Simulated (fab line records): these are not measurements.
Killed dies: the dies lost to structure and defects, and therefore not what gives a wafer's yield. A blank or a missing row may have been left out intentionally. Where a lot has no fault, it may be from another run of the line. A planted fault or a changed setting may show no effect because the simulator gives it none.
Matching of chambers || flow nandHarc || 4 sister chambers for NHARC_HYBRID_BOND_ACTIVATE_00 on rieDiel-12
The step chemistry N2, time 60 s. 4 wafers are shown with their chamber, then 8 later ones without.

WAFERS WITH THEIR CHAMBER
{"wafer": "L112.1", "chamber": 1, "showerheadPlenumPTorr (Torr)": 1.63}
{"wafer": "L112.2", "chamber": 0, "showerheadPlenumPTorr (Torr)": 1.84}
{"wafer": "L116.1", "chamber": 2, "showerheadPlenumPTorr (Torr)": 1.71}
{"wafer": "L114.2", "chamber": 3, "showerheadPlenumPTorr (Torr)": 1.85}

WAFERS WHOSE CHAMBER IS MISSING
{"wafer": "L114.5", "showerheadPlenumPTorr (Torr)": 1.71}
{"wafer": "L114.6", "showerheadPlenumPTorr (Torr)": 1.84}
{"wafer": "L118.1", "showerheadPlenumPTorr (Torr)": 1.62}
{"wafer": "L118.2", "showerheadPlenumPTorr (Torr)": 1.71}
{"wafer": "L118.3", "showerheadPlenumPTorr (Torr)": 1.84}
{"wafer": "L119.1", "showerheadPlenumPTorr (Torr)": 1.71}
{"wafer": "L119.2", "showerheadPlenumPTorr (Torr)": 1.62}
{"wafer": "L119.4", "showerheadPlenumPTorr (Torr)": 1.84}

EACH ONE'S CHAMBER
{"wafer": "L114.5", "from the rows above": 2, "in truth": 2}
{"wafer": "L114.6", "from the rows above": 0, "in truth": 0}
{"wafer": "L118.1", "from the rows above": 1, "in truth": 1}
{"wafer": "L118.2", "from the rows above": 2, "in truth": 2}
{"wafer": "L118.3", "from the rows above": 0, "in truth": 0}
{"wafer": "L119.1", "from the rows above": 2, "in truth": 2}
{"wafer": "L119.2", "from the rows above": 1, "in truth": 1}
{"wafer": "L119.4", "from the rows above": 0, "in truth": 0}
Correctly placed: 8 of 8. Number that these rows cannot place: 0. Placed wrongly: 0.
How it was worked out, from the rows above alone: a wafer's distance from a chamber is the root of the sum, over the readings, of the square of ((its reading less the chamber's mean) divided by the reading's scatter). If the next closest chamber is less than 2 further off than the closest, the wafer can't be placed; otherwise it belongs to the closest. For every chamber, the mean is computed from those of its wafers that are shown. The scatter (one wafer shown for each chamber): square how far every hidden wafer sits from the nearest shown wafer, average those squares and take the square root.
